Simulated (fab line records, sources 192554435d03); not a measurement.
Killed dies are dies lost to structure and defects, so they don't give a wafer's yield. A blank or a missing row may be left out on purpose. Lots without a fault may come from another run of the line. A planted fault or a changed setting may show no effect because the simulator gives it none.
Chamber matching | flow n5_finfet | N5_BEOL_M4_DEP_57 on pecvd-04: 3 sister chambers
The step deposits SiCN from 3MS/NH3, target thk 8 nm, time 14 s. 6 wafers are shown with their chamber, then 7 later ones without.

WAFERS WITH THEIR CHAMBER
wafer  | chamber | showerhead_vpp_V (V) | showerhead_plenum_p_Torr (Torr)
L086.6 | 0       | 879                  | 3.658
L087.1 | 2       | 813                  | 3.683
L087.3 | 1       | 876                  | 3.635
L087.6 | 0       | 890                  | 3.650
L092.1 | 2       | 827                  | 3.684
L092.2 | 1       | 882                  | 3.639

WAFERS WITHOUT THEIR CHAMBER
wafer  | showerhead_vpp_V (V) | showerhead_plenum_p_Torr (Torr)
L092.4 | 899                  | 3.635
L096.1 | 818                  | 3.681
L096.4 | 804                  | 3.691
L096.5 | 812                  | 3.690
L097.1 | 897                  | 3.640
L097.3 | 867                  | 3.658
L097.5 | 894                  | 3.651

WHICH CHAMBER EACH WENT THROUGH
wafer  | from the rows above     | in truth
L092.4 | 1                       | 1
L096.1 | 2                       | 2
L096.4 | 2                       | 2
L096.5 | 2                       | 2
L097.1 | can't be placed: 1 or 0 | 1
L097.3 | 0                       | 0
L097.5 | 0                       | 0
Placed correctly: 6 of 7. Can't be placed from these rows: 1 (the true chamber is among the candidates in 1). Placed wrongly: 0.
How it was worked out, from the rows above alone: a wafer's distance from a chamber is the root of the sum, over the readings, of the square of ((its reading less the chamber's mean) divided by the reading's scatter). The wafer belongs to the nearest chamber; if the next one is less than 2 further off, it can't be placed. A chamber's mean is the mean of its shown wafers. The scatter: the root of (the sum of the squares of (reading less its chamber's mean) over the shown wafers, divided by (wafers less chambers)).
